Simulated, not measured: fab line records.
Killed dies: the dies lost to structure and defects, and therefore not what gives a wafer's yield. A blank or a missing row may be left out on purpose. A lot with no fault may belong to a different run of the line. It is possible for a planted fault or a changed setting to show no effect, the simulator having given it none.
The tool behind it: which one? / flow n5 finfet / 11 lots, 31 wafers sampled, at 3 steps of a route of 1938

## WHAT EACH GAUGE READ, for each wafer
N5_MIM_TOP_LITHO_CD_MEAS_08 targets a cd of 2000 nm.
lot=L410; measured=day 12 07:00; on=cd sem-03; cd nm (nm)=1999.1 1999.2 2002.8
lot=L412; measured=day 12 17:25; on=cd sem-03; cd nm (nm)=1998.3 1998.8 2000.7
lot=L415; measured=day 13 11:52; on=cd sem-01; cd nm (nm)=1998.4 1997.1 1996.8
lot=L416; measured=day 14 01:56; on=cd sem-01; cd nm (nm)=1994.7 1973.8
lot=L421; measured=day 15 07:22; on=cd sem-03; cd nm (nm)=1978.0 1997.2
lot=L424; measured=day 16 20:46; on=cd sem-01; cd nm (nm)=1995.2 1997.1 1998.9
lot=L428; measured=day 17 10:17; on=cd sem-03; cd nm (nm)=1995.3 1996.4 1997.3
lot=L426; measured=day 17 17:07; on=cd sem-01; cd nm (nm)=1995.6 1998.9 1996.9
lot=L429; measured=day 17 17:36; on=cd sem-03; cd nm (nm)=2002.2 1996.7 2000.8
lot=L430; measured=day 18 02:29; on=cd sem-01; cd nm (nm)=1998.4 2001.9 1992.8
lot=L431; measured=day 18 15:39; on=cd sem-02; cd nm (nm)=2005.0 2000.9 1997.2

## WHICH TOOL RAN EACH LOT (tool, then ch and the chambers of the sampled wafers, then the start)
lot=L410; N5_BEOL_M15_PRE_CLEAN_42=pvd sputter-01, day 11 22:54; N5_MIM_TOP_LITHO_EXPOSE_05=krf scanner-02 ch 0, day 12 06:49
lot=L412; N5_BEOL_M15_PRE_CLEAN_42=pvd sputter-01, day 12 09:13; N5_MIM_TOP_LITHO_EXPOSE_05=krf scanner-02 ch 0, day 12 17:14
lot=L415; N5_BEOL_M15_PRE_CLEAN_42=pvd sputter-01, day 13 07:20; N5_MIM_TOP_LITHO_EXPOSE_05=krf scanner-01 ch 0, day 13 11:41
lot=L416; N5_BEOL_M15_PRE_CLEAN_42=pvd sputter-03, day 13 21:04; N5_MIM_TOP_LITHO_EXPOSE_05=krf scanner-02 ch 0, day 14 01:46
lot=L421; N5_BEOL_M15_PRE_CLEAN_42=pvd sputter-02, day 15 01:46; N5_MIM_TOP_LITHO_EXPOSE_05=krf scanner-02 ch 0, day 15 07:12
lot=L424; N5_BEOL_M15_PRE_CLEAN_42=pvd sputter-02, day 16 15:10; N5_MIM_TOP_LITHO_EXPOSE_05=krf scanner-01 ch 0, day 16 20:36
lot=L428; N5_BEOL_M15_PRE_CLEAN_42=pvd sputter-02, day 17 05:10; N5_MIM_TOP_LITHO_EXPOSE_05=krf scanner-01 ch 0, day 17 10:07
lot=L426; N5_BEOL_M15_PRE_CLEAN_42=pvd sputter-01, day 17 08:53; N5_MIM_TOP_LITHO_EXPOSE_05=krf scanner-02 ch 0, day 17 16:57
lot=L429; N5_BEOL_M15_PRE_CLEAN_42=pvd sputter-01, day 17 10:55; N5_MIM_TOP_LITHO_EXPOSE_05=krf scanner-02 ch 0, day 17 17:26
lot=L430; N5_BEOL_M15_PRE_CLEAN_42=pvd sputter-03, day 17 19:47; N5_MIM_TOP_LITHO_EXPOSE_05=krf scanner-01 ch 0, day 18 02:18
lot=L431; N5_BEOL_M15_PRE_CLEAN_42=pvd sputter-01, day 18 10:43; N5_MIM_TOP_LITHO_EXPOSE_05=krf scanner-01 ch 0, day 18 15:29
- N5_BEOL_M15_PRE_CLEAN_42: time 30 s.
- N5_MIM_TOP_LITHO_EXPOSE_05: exposes mask MIM TOP, target cd 2000 nm.

## THE ANSWER, worked out from the rows above alone
Rule: what is usual is taken from the lots themselves. Put in order of their means at a reading, lots are off if they are a third of the lots or fewer, leave a main group of 4 or more, and stand apart from it by a gap of 3 or more times the standard deviation of the main group's means; of several such gaps the widest counts. The tables above print the reading to a certain number of digits; a main group whose means all agree to those digits is not used. A lot without any number at a reading at which 4 lots or more have one is off too. Any other lot the step has rows for is counted as sound.
Off: L416, L421 (N5_MIM_TOP_LITHO_CD_MEAS_08, cd nm). For the main group the mean is 1998.5 nm and the standard deviation 1.6.
A tool fits if, at a process step before that reading, it ran every lot that is off, and no sound lot after the first of them. The gauges at N5_MIM_TOP_LITHO_CD_MEAS_08 are tried like those tools. Of those tried, none fits.

## WHAT THE SIMULATOR PUT IN
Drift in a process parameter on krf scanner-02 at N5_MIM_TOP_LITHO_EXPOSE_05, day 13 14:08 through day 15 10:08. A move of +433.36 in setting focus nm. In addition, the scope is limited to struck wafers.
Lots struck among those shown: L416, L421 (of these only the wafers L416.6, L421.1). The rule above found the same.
